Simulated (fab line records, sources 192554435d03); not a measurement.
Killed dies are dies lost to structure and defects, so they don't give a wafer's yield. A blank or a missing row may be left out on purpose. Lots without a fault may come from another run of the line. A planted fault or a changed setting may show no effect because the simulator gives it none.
Chamber matching | flow n5_finfet | N5_GATE_CUT_PECVD_57 on pecvd-03: 3 sister chambers
The step deposits SiNx from SiH4/NH3/N2, target thk 21 nm. 6 wafers are shown with their chamber, then 7 later ones without.

WAFERS WITH THEIR CHAMBER
wafer  | chamber | showerhead_plenum_p_Torr (Torr) | throttle_valve_pct (%)
L081.4 | 1       | 5.21                            | 39.5
L082.6 | 0       | 5.09                            | 41.1
L083.2 | 1       | 5.22                            | 39.5
L083.3 | 0       | 5.09                            | 41.1
L084.2 | 2       | 5.20                            | 38.7
L084.5 | 2       | 5.19                            | 38.5

WAFERS WITHOUT THEIR CHAMBER
wafer  | showerhead_plenum_p_Torr (Torr) | throttle_valve_pct (%)
L084.6 | 5.23                            | 39.5
L087.1 | 5.18                            | 38.5
L087.3 | 5.21                            | 39.6
L087.5 | 5.20                            | 38.6
L097.1 | 5.19                            | 38.9
L097.3 | 5.22                            | 39.5
L097.5 | 5.19                            | 38.8

WHICH CHAMBER EACH WENT THROUGH
wafer  | from the rows above | in truth
L084.6 | 1                   | 1
L087.1 | 2                   | 2
L087.3 | 1                   | 1
L087.5 | 2                   | 2
L097.1 | 2                   | 2
L097.3 | 1                   | 1
L097.5 | 2                   | 2
Placed correctly: 7 of 7. Can't be placed from these rows: 0. Placed wrongly: 0.
How it was worked out, from the rows above alone: a wafer's distance from a chamber is the root of the sum, over the readings, of the square of ((its reading less the chamber's mean) divided by the reading's scatter). The wafer belongs to the nearest chamber; if the next one is less than 2 further off, it can't be placed. A chamber's mean is the mean of its shown wafers. The scatter: the root of (the sum of the squares of (reading less its chamber's mean) over the shown wafers, divided by (wafers less chambers)).
